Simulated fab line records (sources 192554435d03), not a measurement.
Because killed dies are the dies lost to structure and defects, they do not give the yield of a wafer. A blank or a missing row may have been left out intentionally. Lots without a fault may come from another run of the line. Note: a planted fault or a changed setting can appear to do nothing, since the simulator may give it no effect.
Struck lot and sound lot, side by side | flow n5-finfet | 16 out of 1938 route steps
Sound: the wafers L709.2, L709.3, L709.5. Struck: wafers L719.1, L719.4. (L719.6 of the same lot was not struck and is left out.) The cause comes at the end.
At each step with rows: each side's tool, then ch and its chambers, then its first start. Under that, the readings that differ: sound wafers | struck wafers | difference of the means | sigmas: that difference in standard deviations of wafers without a fault.
alike: words and numbers the same on both sides, and readings whose means are apart by under 2 such deviations; not compared: readings that were withheld, readings missing a value for some wafer, numbers with overlapping values and no deviation given by the record, and bounds like >300 which may hide the same value.
A row with sigmas, a row that says differs or no value, or rows on one side alone: a step with any of these is where the two part. When numbers do not overlap yet have no deviation, they are printed without sigmas and do not part them. Lack of a reading on every wafer of one side parts them only where that side has two or more wafers.

N5_BEOL_M2_DESCUM_16: chemistry O2, time 7 s.
  sound on rie-diel-04 ch 0,2,3, day 6 15:37; struck on rie-diel-04 ch 1,2, day 9 03:42
  alike: drypump-motor-current-A, oes-product-au, rf-vpp-V, showerhead-plenum-p-Torr, throttle-valve-pct
  not compared: rf-hours-counter-h
N5_BEOL_M2_ETCH_74: etches underlayer in N2/H2, target depth 6.5 nm, time 5.2 s.
  sound on rie-diel-04 ch 0,2,3, day 6 15:38; struck on rie-diel-04 ch 1,2, day 9 03:44
  alike: drypump-motor-current-A, etch-rf-on-time-s, n2-flow-sccm, oes-product-au, rf-vpp-V, showerhead-plenum-p-Torr, throttle-valve-pct
  not compared: rf-hours-counter-h
then, 4 steps without rows for these wafers: N5_BEOL_M2_ETCH_63 (etches SiARC in CF4, target depth 15.6 nm, time 26 s); N5_BEOL_M2_ETCH_64 (etches SOC in N2/H2, target depth 75 nm, overetch 22.5 nm, time 121.9 s); N5_BEOL_M2_STRIP_65 (strips in N2/H2); N5_BEOL_M2_STRIP_75 (strips in N2/H2).
N5_BEOL_M2_STRIP_66: strips in CF4.
  sound on rie-diel-04 ch 0,2,3, day 6 15:49; struck on rie-diel-04 ch 1,2, day 9 03:55
  alike: drypump-motor-current-A, oes-product-au, rf-vpp-V, showerhead-plenum-p-Torr, throttle-valve-pct
  not compared: rf-hours-counter-h
N5_BEOL_M2_HM_OPEN_17: chemistry Cl2/BCl3, target TiN, target depth 20 nm, overetch 6 nm.
  sound on rie-metal-03 ch 0, day 6 15:52; struck on rie-metal-03 ch 1, day 9 03:57
  reading                     | sound             | struck      | difference | sigmas
  drypump-motor-current-A (A) | 4.9 4.9 4.9       | 5.8 5.8     | +0.9       | +2
  throttle-valve-pct (%)      | 22.37 22.38 22.36 | 22.04 22.03 | -0.34      | -2
  alike: mfc-cl2-sccm, oes_ar_750_au, oes-product-au
  not compared: rf-hours-counter-h
N5_BEOL_M2_STRIP_19: strips in O2.
  sound on rie-diel-03 ch 0,2, day 6 16:00; struck on rie-diel-03 ch 2, day 9 04:10
  alike: drypump-motor-current-A, oes-product-au, rf-vpp-V, showerhead-plenum-p-Torr, throttle-valve-pct
  not compared: rf-hours-counter-h
N5_BEOL_M2_CD_MEAS_18: pitch 36 nm, target cd 18 nm.
  sound on cd-sem-01 at day 6 16:04; struck on cd-sem-02 at day 9 04:14
  alike: cd-nm
then, 2 steps without rows for these wafers: N5_BEOL_M2_COAT_67 (time 60 s, resist thk 60 nm); N5_BEOL_M2_COAT_68 (time 60 s, resist thk 12 nm).
N5_BEOL_M2_COAT_76: time 60 s, resist thk 5 nm.
  sound on litho-track-02 ch 0, day 6 16:07; struck on litho-track-04 ch 0, day 9 04:16
  reading                  | sound             | struck      | difference | sigmas
  heater-power-total-W (W) | 392.9 391.8 391.1 | 417.4 415.7 | +24.6      | +21
  run-length-s (s)         | 66.24 66.26 66.07 | 60.50 60.33 | -5.77      | -44
  alike: resist-line-temp-C, spin-speed-rpm
then, 1 step without rows for these wafers: N5_BEOL_M2_COAT_22 (resist thk 30 nm).
-- a jump in the record: the struck wafers' starts before and after are 3 days apart (it breaks off in module BEOL_M2 and resumes in module BEOL_M4, where the first step shown is number 1111 of the route) --
N5_BEOL_M4_RC_MEAS_101:
  sound on prober-02 ch 0, day 9 01:25; struck on prober-02 ch 0, day 11 23:44
  alike: DIBL_N, DIBL_P, IOFF_N, IOFF_P, ION_N, ION_P, SS_N, SS_P, VT_N, VT_P
-- record jumps: 4 days separate the struck wafers' starts on either side; left off in module BEOL_M4, taken up again in module PASSIVATION, whose first shown step is the route's number 1936 --
N5_PASSIVATION_PROBE_49:
  sound on prober-01 at day 13 22:52; struck on prober-01 at day 16 07:25
  reading              | sound    | struck | difference | sigmas
  sort_bin_8_speed (%) | 0.08 0 0 | 0 0    | +0         | -4
  alike: defect-limited-yield, killed_at_M0_to_M3, killed_at_M4_up, killed-at-contacts, killed-at-front-end, killed-at-other, killed-dies, killed-open, killed-short, sort_bin_5_function, sort_bin_6_memory, sort-n-pass, sort-yield-pct

## WHERE THEY PART
First at N5_BEOL_M2_HM_OPEN_17; last, within this record, at N5_PASSIVATION_PROBE_49.

WHY: what had been put in by the simulator
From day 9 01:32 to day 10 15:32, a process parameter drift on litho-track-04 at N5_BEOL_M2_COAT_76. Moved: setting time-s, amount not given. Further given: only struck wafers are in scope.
